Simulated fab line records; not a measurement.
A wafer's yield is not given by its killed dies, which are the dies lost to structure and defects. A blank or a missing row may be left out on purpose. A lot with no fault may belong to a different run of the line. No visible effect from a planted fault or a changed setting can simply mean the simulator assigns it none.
fab line records	flow nand_harc	part 1 of 2: steps 1 to 19 of 32
record lots=5	wafers=15	last_day=32
route steps=1302 shown A_STAIRCASE@829
lots untouched by any fault: they come from a run of this same line in which no faults occurred
start_h: hours from the record's opening day to when the first of the lot's shown wafers began	wait_h: hours from the lot's prior step to this one	" repeats the value in the row above	L1.1+2: a row that stands for several wafers	- no value, or no start given	* or withheld: withheld	< > ~ a bound
route shown NAME@n: a module of which the file shows steps, and the number in the route of the first	usual: mean/standard deviation of fault-free wafers	same: alike in all rows	chamber/n: place in a boat	sites: each site's reading	_std_site: the values' standard deviation	_edge_site: outer sites' mean less inner sites'	radius_mm: how far each site lies from the wafer's centre	mask NAME#n: copy n	behind: the most recent tool/chamber to have shaped the wafer	hold: what put the lot on hold/how long, in hours/how the hold closed	device: transistor that didn't switch, given as n, p or np	end of line: the route-end tests of the same wafers	where a step has no rows: the recipe by itself	killed: not the wafer's yield, but the dies lost to structure and defects at the first sort	map: shows each die of a wafer: x if killed, . if not, _ if none is there
set.NAME: the setting as run; set.NAME@STEP: as run at that earlier step	model.NAME: the simulator's own value behind a step, which no gauge read
lots at some steps of the route; a table a step, a row a wafer
services: from which hour (start_h, from the record's first day; less than 0 if before it) a tool's chamber was out of use, for how many hours, and why
## steps
# step NHARC_A_STAIRCASE_HARDBAKE_311
# recipe temp_c=120	time_s=140
# same time_s=140
lot.wafer	tool	chamber	start_h	wait_h
L078.1+2+3	litho_track-02	0	428.45	-
L082.1+2+3	litho_track-05	0	466.54	-
L088.2+5+6	litho_track-05	0	537.02	-
L094.1+2+6	litho_track-05	0	586.73	-
L093.1+3+5	litho_track-03	0	588.20	-
# step NHARC_A_STAIRCASE_DESCUM_312
# recipe time_s=3	o2_flow_sccm=200	ar_flow_sccm=0	bias_power_w=0	chemistry=O2
# usual drypump_motor_current_A=5.7/0.5	oes_product_au=0.996/0.011	rf_vpp_V=57.8/0.85	showerhead_plenum_p_Torr=1.89/0.062	throttle_valve_pct=11.312/0.0083
# same time_s=3
lot.wafer	tool	chamber	start_h	wait_h	drypump_motor_current_A	oes_product_au	rf_hours_counter_h	rf_vpp_V	showerhead_plenum_p_Torr	throttle_valve_pct
L078.1	rie_diel-13	1	428.54	-	5.6	0.982	27	56.6	1.82	11.308
L078.2	"	2	"	"	5.0	1.009	25	57.3	1.90	11.322
L078.3	"	3	"	"	6.3	0.999	20	58.4	1.94	11.321
L082.2	rie_diel-02	2	466.63	-	6.3	0.992	19	58.4	1.88	11.308
L082.1	"	0	"	"	5.1	0.988	23	56.3	1.93	11.301
L082.3	"	1	"	"	6.3	0.994	20	57.8	1.95	11.323
L088.2	rie_diel-11	3	537.13	-	6.1	0.999	34	57.2	1.78	11.309
L088.5	"	1	"	"	5.7	1.000	-	59.9	1.91	11.325
L088.6	"	2	"	"	5.6	0.996	-	58.3	1.94	11.311
L094.1	rie_diel-11	0	587.00	-	6.5	0.980	50	58.4	1.83	11.317
L094.2	"	2	"	"	5.6	1.008	54	57.3	1.93	11.309
L094.6	"	3	"	"	6.1	1.007	-	58.9	1.77	11.311
L093.1	rie_diel-11	0	588.98	-	6.5	0.991	50	57.4	1.83	11.325
L093.3	"	1	"	"	5.7	0.996	55	58.3	1.91	11.318
L093.5	"	1	"	"	5.6	1.011	-	58.0	1.91	11.295
# step NHARC_A_STAIRCASE_ETCH_313
# recipe cf4_flow_sccm=100	chf3_flow_sccm=30	ar_flow_sccm=0	rf_w=500	bias_w=200	chemistry=CF4/CHF3
# usual drypump_motor_current_A=5.7/0.49	oes_product_au=0.928/0.017	rf_vpp_V=370.0/1.7	showerhead_plenum_p_Torr=1.55/0.049	throttle_valve_pct=16.803/0.0091
lot.wafer	tool	chamber	start_h	wait_h	drypump_motor_current_A	oes_product_au	rf_hours_counter_h	rf_vpp_V	showerhead_plenum_p_Torr	throttle_valve_pct
L078.1	rie_diel-13	2	428.68	0.1	4.9	0.938	26	370.4	1.56	16.814
L078.3	"	3	"	"	6.3	0.927	20	371.4	1.60	16.805
L078.2	"	0	"	"	5.6	0.925	14	373.0	1.64	16.818
L082.1	rie_diel-02	2	466.72	0.1	6.3	0.917	19	369.4	1.55	16.815
L082.3	"	3	"	"	5.2	0.926	22	370.1	1.54	16.806
L082.2	"	0	"	"	5.1	0.921	23	371.2	1.58	16.798
L088.2	rie_diel-11	3	537.19	0.1	6.1	0.928	34	367.3	1.47	16.789
L088.6	"	3	"	"	6.1	0.916	-	367.8	1.47	16.793
L088.5	"	0	"	"	6.5	0.907	-	368.5	1.51	16.798
L094.2	rie_diel-11	0	587.18	0.2	6.5	0.899	50	368.5	1.51	16.819
L094.1	"	2	"	"	5.5	0.922	54	372.5	1.59	16.816
L094.6	"	1	"	"	5.7	0.921	-	370.7	1.57	16.801
L093.3	rie_diel-11	0	589.29	0.3	6.5	0.908	51	368.7	1.51	16.802
L093.1	"	1	"	"	5.7	0.929	55	370.0	1.57	16.811
L093.5	"	3	"	"	6.1	0.926	-	367.5	1.47	16.802
# step NHARC_A_STAIRCASE_HM_OPEN_463
# recipe o2_flow_sccm=400	cos_flow_sccm=20	ar_flow_sccm=0	rf_w=500	bias_w=300	chemistry=O2/COS
# usual drypump_motor_current_A=5.7/0.49	oes_product_au=0.996/0.011	rf_vpp_V=466.3/2.3	showerhead_plenum_p_Torr=3.08/0.1	throttle_valve_pct=28.330/0.0098
lot.wafer	tool	chamber	start_h	wait_h	drypump_motor_current_A	oes_product_au	rf_hours_counter_h	rf_vpp_V	showerhead_plenum_p_Torr	throttle_valve_pct
L078.1	rie_diel-13	2	-	-	5.0	1.031	26	466.9	3.10	28.336
L078.3	"	0	"	"	5.6	0.994	14	471.8	3.25	28.340
L078.2	"	1	"	"	5.6	0.985	27	464.4	2.98	28.311
L082.1	rie_diel-02	0	-	-	5.1	0.992	23	467.0	3.14	28.323
L082.3	"	2	"	"	6.3	1.009	19	465.9	3.07	28.340
L082.2	"	3	"	"	5.2	1.010	22	465.6	3.05	28.322
L088.2	rie_diel-11	1	-	-	5.6	0.992	38	467.2	3.12	28.334
L088.6	"	0	"	"	6.5	0.970	-	462.9	3.00	28.318
L088.5	"	1	"	"	5.6	0.998	-	467.1	3.12	28.309
L094.2	rie_diel-11	3	-	-	6.1	0.998	51	464.5	2.91	28.326
L094.1	"	0	"	"	6.5	0.980	50	464.1	2.99	28.344
L094.6	"	3	"	"	6.1	0.990	-	464.0	2.91	28.322
L093.3	rie_diel-11	3	-	-	6.1	1.006	52	460.1	2.91	28.344
L093.1	"	1	"	"	5.7	1.008	56	466.0	3.11	28.327
L093.5	"	0	"	"	6.5	0.988	-	464.3	2.99	28.333
# step NHARC_A_STAIRCASE_STRIP_464
# recipe o2_flow_sccm=400	cos_flow_sccm=20	ar_flow_sccm=0	bias_w=0	chemistry=O2/COS
lot.wafer	tool	chamber	start_h	wait_h
L078.2+3+1	rie_diel-13	3,1,2	-	-
L082.2+3+1	rie_diel-02	1,3,0	-	-
L088.2+5+6	rie_diel-11	1,0,1	-	-
L094.2+1+6	rie_diel-11	1,0,1	-	-
L093.1+3+5	rie_diel-11	0,2,1	-	-
# step NHARC_A_STAIRCASE_ETCH_453
# recipe target_depth_a=300	overetch_a=30	time_s=16.5	ion_energy_ev=100	cf4_flow_sccm=80	o2_flow_sccm=20	ar_flow_sccm=0	rf_w=300	bias_w=100	chemistry=CF4/O2
# usual drypump_motor_current_A=5.7/0.49	oes_product_au=0.997/0.011	rf_vpp_V=197.6/1.3	showerhead_plenum_p_Torr=1.32/0.044	throttle_valve_pct=13.396/0.0087
# same time_s=16.5
lot.wafer	tool	chamber	start_h	wait_h	drypump_motor_current_A	oes_product_au	rf_hours_counter_h	rf_vpp_V	showerhead_plenum_p_Torr	throttle_valve_pct
L078.1	rie_diel-13	2	-	-	5.0	1.013	26	198.4	1.32	13.387
L078.2	"	3	"	"	6.3	1.005	20	197.0	1.36	13.386
L078.3	"	0	"	"	5.5	0.997	15	198.5	1.39	13.384
L082.3	rie_diel-02	0	-	-	5.1	1.003	24	199.2	1.34	13.385
L082.2	"	1	"	"	6.3	0.996	20	196.9	1.36	13.396
L082.1	"	2	"	"	6.3	1.000	19	196.5	1.31	13.401
L088.2	rie_diel-11	3	-	-	6.1	0.997	34	196.9	1.24	13.394
L088.5	"	0	"	"	6.5	0.978	-	194.4	1.28	13.397
L088.6	"	1	"	"	5.7	0.993	-	198.1	1.33	13.394
L094.1	rie_diel-11	3	-	-	6.1	1.002	52	195.9	1.24	13.396
L094.2	"	1	"	"	5.6	0.999	55	197.5	1.33	13.394
L094.6	"	2	"	"	5.6	1.009	-	198.5	1.35	13.383
L093.3	rie_diel-11	3	-	-	6.1	1.006	53	197.0	1.24	13.386
L093.1	"	1	"	"	5.6	1.003	56	199.0	1.33	13.401
L093.5	"	0	"	"	6.5	0.984	-	195.1	1.28	13.404
# step NHARC_A_STAIRCASE_ETCH_315
# recipe target_depth_a=25000	time_s=607.1	ion_energy_ev=800	c4f8_flow_sccm=80	o2_flow_sccm=60	ar_flow_sccm=withheld	rf_w=600	bias_w=3000	chemistry=C4F8/O2/Ar
# usual oes_product_au=0.927/0.01	rf_vpp_V=1824/8.4
# same time_s=607.1
lot.wafer	tool	chamber	start_h	wait_h	oes_product_au	rf_hours_counter_h	rf_vpp_V
L078.3	rie_diel-13	0	-	-	0.927	15	1838
L078.2	"	1	"	"	0.927	27	1813
L078.1	"	2	"	"	0.941	26	1824
L082.3	rie_diel-02	1	-	-	0.922	20	1832
L082.1	"	2	"	"	0.923	19	1823
L082.2	"	0	"	"	0.923	24	1829
L088.2	rie_diel-11	0	-	-	0.912	35	1817
L088.5	"	3	"	"	0.933	-	1810
L088.6	"	0	"	"	0.917	-	1818
L094.1	rie_diel-11	3	-	-	0.921	52	1808
L094.2	"	1	"	"	0.916	55	1825
L094.6	"	0	"	"	0.903	-	1815
L093.1	rie_diel-11	2	-	-	0.919	56	1828
L093.3	"	3	"	"	0.919	53	1808
L093.5	"	0	"	"	0.911	-	1815
# step NHARC_A_STAIRCASE_STRIP_316
# recipe o2_flow_sccm=500	ar_flow_sccm=0	bias_w=0	chemistry=O2
# usual drypump_motor_current_A=5.7/0.49	oes_product_au=0.997/0.011	rf_vpp_V=57.7/0.88	showerhead_plenum_p_Torr=3.49/0.11	throttle_valve_pct=17.036/0.0099
lot.wafer	tool	chamber	start_h	wait_h	drypump_motor_current_A	oes_product_au	rf_hours_counter_h	rf_vpp_V	showerhead_plenum_p_Torr	throttle_valve_pct
L078.1	rie_diel-13	1	-	-	5.6	0.988	27	56.3	3.36	17.050
L078.3	"	2	"	"	5.0	1.015	26	58.0	3.50	17.030
L078.2	"	0	"	"	5.6	0.996	15	58.5	3.68	17.020
L082.3	rie_diel-02	0	-	-	5.1	1.001	24	58.1	3.55	17.024
L082.2	"	1	"	"	6.4	0.990	21	58.4	3.59	17.030
L082.1	"	2	"	"	6.4	1.004	20	58.0	3.47	17.018
L088.2	rie_diel-11	3	-	-	6.1	0.989	35	57.7	3.30	17.031
L088.5	"	0	"	"	6.5	0.972	-	58.7	3.39	17.026
L088.6	"	1	"	"	5.7	0.986	-	58.6	3.53	17.045
L094.2	rie_diel-11	1	-	-	5.7	1.010	56	57.5	3.52	17.023
L094.1	"	3	"	"	6.1	0.998	52	56.4	3.29	17.037
L094.6	"	1	"	"	5.7	1.008	-	58.4	3.52	17.029
L093.3	rie_diel-11	0	-	-	6.5	0.977	53	56.8	3.38	17.039
L093.1	"	2	"	"	5.6	1.004	58	58.3	3.56	17.018
L093.5	"	1	"	"	5.7	0.998	-	58.7	3.52	17.031
# step NHARC_A_STAIRCASE_STRIP_317
# recipe time_s=900	temp_c=130	chemistry=SPM
# usual bath_guard_temp_C=130.1/0.4	temp_c=130.01/0.15
# same time_s=900
lot.wafer	tool	chamber	start_h	wait_h	bath_guard_temp_C	temp_c
L078.3	wet_bench-02	5	430.01	-	130.3	130.02
L078.2	"	6	"	"	130.0	130.15
L078.1	"	2	"	"	129.6	129.82
L082.3	wet_bench-05	1	468.18	-	130.5	129.91
L082.1	"	2	"	"	130.2	130.08
L082.2	"	3	"	"	130.1	129.95
L088.5	wet_bench-09	1	538.46	-	130.0	129.88
L088.2	"	2	"	"	130.1	130.10
L088.6	"	5	"	"	129.8	129.79
L094.6	wet_bench-02	4	590.53	-	130.7	129.83
L094.1	"	7	"	"	130.0	130.21
L094.2	"	0	"	"	129.9	130.32
L093.3	wet_bench-02	7	592.47	-	130.3	129.87
L093.5	"	2	"	"	129.9	130.01
L093.1	"	3	"	"	130.3	130.23
# step NHARC_A_STAIRCASE_PRECLEAN_318
# recipe time_s=*	temp_c=50	bath_age_min=0	chemistry=SC1
# usual bath_guard_temp_C=50.1/0.41	nh4oh_flow_mL_min=28.31/0.099	temp_c=50.01/0.094
# same time_s=*
lot.wafer	tool	chamber	start_h	wait_h	bath_guard_temp_C	nh4oh_flow_mL_min	temp_c
L078.3	wet_bench-02	5	-	-	50.4	28.33	50.03
L078.2	"	6	"	"	49.9	28.26	49.92
L078.1	"	2	"	"	49.7	28.32	50.04
L082.3	wet_bench-05	1	-	-	50.6	28.27	50.03
L082.1	"	2	"	"	49.4	28.15	50.18
L082.2	"	3	"	"	49.8	28.36	49.95
L088.5	wet_bench-09	1	-	-	50.1	28.59	49.86
L088.2	"	2	"	"	50.4	28.27	50.05
L088.6	"	5	"	"	49.8	28.28	50.10
L094.6	wet_bench-02	4	-	-	50.2	28.26	49.97
L094.1	"	7	"	"	49.8	28.26	50.15
L094.2	"	0	"	"	50.4	28.40	49.97
L093.3	wet_bench-02	7	-	-	49.7	28.24	50.21
L093.5	"	2	"	"	50.1	28.14	49.84
L093.1	"	3	"	"	50.5	28.40	50.10
# step NHARC_A_STAIRCASE_SRD_329
lot.wafer	tool	chamber	start_h	wait_h
L078.3+2+1	wet_bench-02	5,6,2	-	-
L082.3+1+2	wet_bench-05	1,2,3	-	-
L088.5+2+6	wet_bench-09	1,2,5	-	-
L094.6+1+2	wet_bench-02	4,7,0	-	-
L093.3+5+1	wet_bench-02	7,2,3	-	-
# step NHARC_A_STAIRCASE_ALD_415
# recipe target_thk_a=300	pulse_time_s=6	ald_cycles=300	temp_c=300	material=SiO2
# usual heater_power_w=453/53	precursor_pulse_height_rel=1.001/0.019	susceptor_temp_C=299.98/0.19
lot.wafer	tool	chamber	start_h	wait_h	heater_power_w	precursor_pulse_height_rel	susceptor_temp_C
L078.1	ald_hk-02	1	430.53	0.1	404	0.980	300.04
L078.2	"	2	"	"	506	1.018	300.25
L078.3	"	3	"	"	444	1.000	299.87
L082.3	ald_hk-01	1	468.70	0.1	568	1.000	299.98
L082.2	"	2	"	"	347	1.007	299.97
L082.1	"	0	"	"	459	1.026	300.18
L088.2	ald_hk-04	0	538.98	0.1	496	1.029	299.79
L088.6	"	0	"	"	498	1.010	300.15
L088.5	"	1	"	"	440	1.016	300.16
L094.2	ald_hk-02	0	591.51	0.5	496	1.005	299.95
L094.1	"	2	"	"	513	1.036	300.00
L094.6	"	0	"	"	473	1.004	300.09
L093.1	ald_hk-01	0	593.21	0.3	469	1.021	-
L093.3	"	2	"	"	334	1.001	-
L093.5	"	3	"	"	363	1.026	-
# step NHARC_A_STAIRCASE_ETCHBACK_416
# recipe target_depth_a=360	time_s=7.2	c4f8_flow_sccm=withheld	o2_flow_sccm=8	ar_flow_sccm=withheld	rf_w=600	bias_w=800	chemistry=C4F8/O2/Ar
# usual oes_product_au=0.932/0.024	rf_vpp_V=722/3.2
# same time_s=7.2
lot.wafer	tool	chamber	start_h	wait_h	oes_product_au	rf_hours_counter_h	rf_vpp_V
L078.1	rie_diel-02	3	-	-	0.929	11	722
L078.3	"	0	"	"	0.930	11	724
L078.2	"	2	"	"	0.925	9	723
L082.3	rie_diel-11	2	-	-	0.964	15	724
L082.1	"	3	"	"	0.976	9	717
L082.2	"	1	"	"	0.972	14	725
L088.2	rie_diel-13	0	-	-	0.972	2	727
L088.6	"	0	"	"	0.977	-	728
L088.5	"	1	"	"	1.013	-	718
L094.2	rie_diel-02	3	594.54	2.6	0.916	5	721
L094.1	"	0	"	"	0.928	6	723
L094.6	"	3	"	"	0.919	-	721
L093.1	rie_diel-02	2	-	-	0.922	5	719
L093.3	"	3	"	"	0.923	5	721
L093.5	"	0	"	"	0.925	-	723
# step NHARC_A_STAIRCASE_STRIP_476
# recipe time_s=20	o2_flow_sccm=500	ar_flow_sccm=0	bias_w=0	chemistry=O2
# usual drypump_motor_current_A=5.7/0.5	oes_product_au=0.999/0.012	rf_vpp_V=57.8/0.89	showerhead_plenum_p_Torr=3.49/0.11	throttle_valve_pct=17.035/0.0093
# same time_s=20
lot.wafer	tool	chamber	start_h	wait_h	drypump_motor_current_A	oes_product_au	rf_hours_counter_h	rf_vpp_V	showerhead_plenum_p_Torr	throttle_valve_pct
L078.1	rie_diel-02	2	432.74	0.1	6.4	1.000	9	58.8	3.48	17.019
L078.2	"	3	"	"	5.2	0.996	11	59.1	3.46	17.041
L078.3	"	0	"	"	5.1	0.998	11	58.4	3.55	17.027
L082.2	rie_diel-11	3	470.88	0.1	6.1	0.994	9	57.6	3.31	17.052
L082.3	"	1	"	"	5.7	0.987	14	57.3	3.54	17.019
L082.1	"	2	"	"	5.6	1.002	15	58.5	3.58	17.053
L088.2	rie_diel-13	2	541.17	0.1	5.0	0.993	3	57.9	3.48	17.027
L088.6	"	3	"	"	6.3	0.995	-	58.3	3.56	17.041
L088.5	"	0	"	"	5.6	0.984	-	59.0	3.66	17.053
L094.1	rie_diel-02	0	594.65	0.1	5.1	1.010	6	57.7	3.53	17.038
L094.2	"	2	"	"	6.3	1.010	5	58.7	3.45	17.023
L094.6	"	2	"	"	6.3	1.013	-	57.4	3.45	17.015
L093.1	rie_diel-02	3	595.15	0.1	5.3	1.002	5	57.6	3.43	17.030
L093.3	"	0	"	"	5.1	1.026	6	57.4	3.53	17.042
L093.5	"	0	"	"	5.1	1.006	-	57.9	3.53	17.039
# step NHARC_A_STAIRCASE_DEP_417
# recipe target_thk_a=600	step_coverage_pct=20	temp_c=400	target_thk_nm=60	flow_sccm=200	rf_w=450	material=Si3N4
# usual heater_power_w=705/100	susceptor_temp_C=400.02/0.21
lot.wafer	tool	chamber	start_h	wait_h	heater_power_w	susceptor_temp_C
L078.3	pecvd-01	0	433.14	-	761	400.07
L078.1	"	1	"	"	662	399.90
L078.2	"	2	"	"	637	399.69
L082.1	pecvd-01	1	470.98	-	691	399.78
L082.2	"	2	"	"	634	400.26
L082.3	"	0	"	"	730	400.10
L088.2	pecvd-03	2	541.30	-	829	399.72
L088.5	"	1	"	"	586	399.79
L088.6	"	0	"	"	908	400.05
L094.2	pecvd-01	2	594.80	-	545	399.81
L094.1	"	0	"	"	791	399.96
L094.6	"	2	"	"	555	399.49
L093.3	pecvd-04	0	595.25	-	835	399.87
L093.1	"	1	"	"	607	399.93
L093.5	"	1	"	"	588	400.23
# step NHARC_A_STAIRCASE_WET_418
# recipe temp_c=160	target_depth_a=200	chemistry=H3PO4
# usual bath_guard_temp_C=160.0/0.5	temp_c=160.01/0.17
lot.wafer	tool	chamber	start_h	wait_h	bath_guard_temp_C	temp_c
L078.1	wet_h3po4-01	1	435.14	-	160.5	160.24
L078.2	"	1	"	"	160.2	160.22
L078.3	"	1	"	"	160.4	160.32
L082.1	wet_h3po4-02	1	472.98	-	160.7	160.29
L082.2	"	1	"	"	160.0	160.33
L082.3	"	1	"	"	160.3	160.15
L088.2	wet_h3po4-01	0	543.25	-	160.0	159.92
L088.5	"	0	"	"	160.2	159.70
L088.6	"	0	"	"	160.0	159.89
L093.1	wet_h3po4-02	0	596.76	-	159.7	159.76
L093.3	"	0	"	"	159.2	159.63
L093.5	"	0	"	"	159.1	159.98
L094.1	wet_h3po4-02	0	596.76	-	159.2	159.88
L094.2	"	0	"	"	159.4	159.87
L094.6	"	0	"	"	159.7	159.89
# step NHARC_A_STAIRCASE_PRECLEAN_419
# recipe time_s=*	temp_c=50	bath_age_min=0	chemistry=SC1
# usual bath_guard_temp_C=50.1/0.45	nh4oh_flow_mL_min=28.29/0.092	temp_c=49.98/0.11
# same time_s=*
lot.wafer	tool	chamber	start_h	wait_h	bath_guard_temp_C	nh4oh_flow_mL_min	temp_c
L078.2	wet_bench-09	6	435.72	0.0	50.4	28.29	49.97
L078.1	"	0	"	"	50.3	28.26	49.96
L078.3	"	1	"	"	50.2	28.23	49.95
L082.3	wet_bench-09	6	473.55	0.0	50.6	28.30	49.97
L082.1	"	2	"	"	50.2	28.40	49.90
L082.2	"	3	"	"	50.6	28.36	49.96
L088.5	wet_bench-05	4	543.83	0.0	48.9	28.39	50.03
L088.2	"	7	"	"	49.5	28.24	49.97
L088.6	"	1	"	"	50.8	28.26	50.03
L093.5	wet_bench-09	1	597.33	0.0	49.9	28.25	49.96
L093.3	"	3	"	"	50.1	28.38	49.93
L093.1	"	6	"	"	50.9	28.26	49.99
L094.6	wet_bench-05	0	597.33	0.0	49.9	28.44	49.77
L094.1	"	2	"	"	49.8	28.32	50.09
L094.2	"	3	"	"	50.1	28.17	50.05
# step NHARC_A_STAIRCASE_SRD_421
lot.wafer	tool	chamber	start_h	wait_h
L078.2+1+3	wet_bench-09	6,0,1	-	-
L082.3+1+2	wet_bench-09	6,2,3	-	-
L088.5+2+6	wet_bench-05	4,7,1	-	-
L093.5+3+1	wet_bench-09	1,3,6	-	-
L094.6+1+2	wet_bench-05	0,2,3	-	-
# step NHARC_A_STAIRCASE_ALD_420
# recipe target_thk_a=200	pulse_time_s=6	ald_cycles=200	temp_c=300	material=SiO2
# usual heater_power_w=454/65	precursor_pulse_height_rel=1.000/0.019	susceptor_temp_C=299.98/0.18
lot.wafer	tool	chamber	start_h	wait_h	heater_power_w	precursor_pulse_height_rel	susceptor_temp_C
L078.2	ald_hk-02	2	435.86	-	496	0.970	300.11
L078.1	"	3	"	"	452	0.955	299.75
L078.3	"	1	"	"	422	1.043	299.87
L082.2	ald_hk-02	0	473.84	-	498	0.984	-
L082.1	"	1	"	"	392	0.996	-
L082.3	"	2	"	"	484	0.973	-
L088.2	ald_hk-04	3	543.97	-	458	0.981	300.06
L088.5	"	3	"	"	446	0.996	299.99
L088.6	"	0	"	"	504	0.999	300.00
L094.2	ald_hk-01	2	597.63	-	337	1.011	-
L094.1	"	3	"	"	358	0.983	-
L094.6	"	1	"	"	567	0.990	-
L093.3	ald_hk-02	1	598.10	-	397	0.988	300.24
L093.1	"	2	"	"	500	0.987	299.95
L093.5	"	0	"	"	480	1.016	300.25
